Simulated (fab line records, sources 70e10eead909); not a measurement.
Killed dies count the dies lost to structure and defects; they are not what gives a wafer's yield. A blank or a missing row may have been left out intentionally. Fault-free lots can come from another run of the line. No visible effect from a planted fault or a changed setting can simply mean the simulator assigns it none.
One fault seen from 2 desks	flow nand_harc	each desk holds nothing but its own numbers, with what lay behind them at the end

## FROM THE METROLOGY DESK
What the gauges read for every lot (on any tool): the sampled wafers with a number, averaged. A lot is out of limits, marked OUT, if its mean lies more than 4 standard deviations from the usual mean; the brackets give that distance.
Columns: A = thk_nm at NHARC_A_M1_THK_MEAS_24, usual 154.5 nm
lot	first seen here	A
L314	day 23 10:23	155.6
L315	day 23 18:48	155.3
L317	day 24 12:10	153.8
L316	day 24 13:05	152.4
L318	day 25 06:04	156.4
L325	day 27 21:35	155.7
L328	day 29 11:03	155.1
L329	day 30 04:19	153.6
L330	day 30 05:43	153.0
L331	day 31 05:05	154.0
L335	day 31 19:11	153.7
L333	day 32 03:31	155.2
L336	day 32 06:51	155.8
Result from this desk: across the 13 lots, nothing is out of limits.

## FOR THE TOOL OWNER'S DESK: krf_scanner-04
The tool's own readings at NHARC_A_BONDPAD_EXPOSE_06 (exposes mask A BPAD): means of the sampled wafers that have a number, for each lot that ran on this tool. A lot is out of limits, marked OUT, if its mean lies more than 4 standard deviations from the usual mean; the brackets give that distance.
Columns: A = exposure_dose_mJ_cm2 at NHARC_A_BONDPAD_EXPOSE_06, usual 37.00
lot	first seen here	A
L317	day 24 14:14	37.00
L318	day 25 08:03	36.99
L325	day 27 23:23	38.78 (+58) OUT
L329	day 30 06:19	38.41 (+45) OUT
This desk finds L325, L329 out of limits, L325 being first, at day 27 23:23 (exposure_dose_mJ_cm2 at NHARC_A_BONDPAD_EXPOSE_06). Within limits: L317, L318.

## TAKEN TOGETHER
The tool owner's desk could have raised an alarm at day 27 23:23, on L325, L329.
The metrology desk saw nothing out of limits.
The metrology desk has L325, L329 on record, within its limits.
All the named lots went through NHARC_A_BONDPAD_EXPOSE_06 on krf_scanner-04.

## WHAT THE SIMULATOR PUT IN
Drift in process parameters on krf_scanner-04 at NHARC_A_BONDPAD_EXPOSE_06, starting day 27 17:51. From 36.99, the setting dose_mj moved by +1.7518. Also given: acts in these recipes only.
Lots struck among those shown: L325, L329.
Hours from the fault's start to each desk's first reading out of limits: the tool owner's desk, 6.
